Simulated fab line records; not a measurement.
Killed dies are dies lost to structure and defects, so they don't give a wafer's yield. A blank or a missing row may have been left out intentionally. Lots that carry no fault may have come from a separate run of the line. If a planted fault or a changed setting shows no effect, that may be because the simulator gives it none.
Chamber matching / flow n5Finfet / N5_FIN_SAQP_HM_OPEN_73 on rieDiel-03: 4 sister chambers
The step chemistry CHF3/O2, target SiO2, stops on a-Si, target depth 12 nm, time 16.8 s. 4 wafers are shown with their chamber, then 8 later ones without.

## WAFERS WITH THEIR CHAMBER
wafer=L084.2; chamber=0; showerheadPlenumPTorr (Torr)=2.51
wafer=L085.1; chamber=2; showerheadPlenumPTorr (Torr)=2.33
wafer=L085.3; chamber=3; showerheadPlenumPTorr (Torr)=2.50
wafer=L092.2; chamber=1; showerheadPlenumPTorr (Torr)=2.56

## WAFERS MISSING THEIR CHAMBER
wafer=L092.4; showerheadPlenumPTorr (Torr)=2.50
wafer=L092.5; showerheadPlenumPTorr (Torr)=2.49
wafer=L094.2; showerheadPlenumPTorr (Torr)=2.56
wafer=L094.4; showerheadPlenumPTorr (Torr)=2.49
wafer=L094.6; showerheadPlenumPTorr (Torr)=2.50
wafer=L096.2; showerheadPlenumPTorr (Torr)=2.56
wafer=L096.4; showerheadPlenumPTorr (Torr)=2.32
wafer=L096.6; showerheadPlenumPTorr (Torr)=2.56

## WHICH CHAMBER EACH WENT THROUGH
wafer=L092.4; from the rows above=can't be placed: 3 or 0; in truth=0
wafer=L092.5; from the rows above=can't be placed: 3 or 0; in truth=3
wafer=L094.2; from the rows above=1; in truth=1
wafer=L094.4; from the rows above=can't be placed: 3 or 0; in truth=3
wafer=L094.6; from the rows above=can't be placed: 3 or 0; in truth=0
wafer=L096.2; from the rows above=1; in truth=1
wafer=L096.4; from the rows above=2; in truth=2
wafer=L096.6; from the rows above=1; in truth=1
4 of 8 placed correctly. These rows do not allow placing 4 (true chamber among the candidates in 4). Wrongly placed: 0.
How it was worked out, from the rows above alone: a wafer's distance from a chamber is the root of the sum, over the readings, of the square of ((its reading less the chamber's mean) divided by the reading's scatter). If the next closest chamber is less than 2 further off than the closest, the wafer can't be placed; otherwise it belongs to the closest. For every chamber, the mean is computed from those of its wafers that are shown. The scatter: with one shown wafer a chamber, the root of the mean of the squares of how far each hidden wafer lies from its nearest shown one.
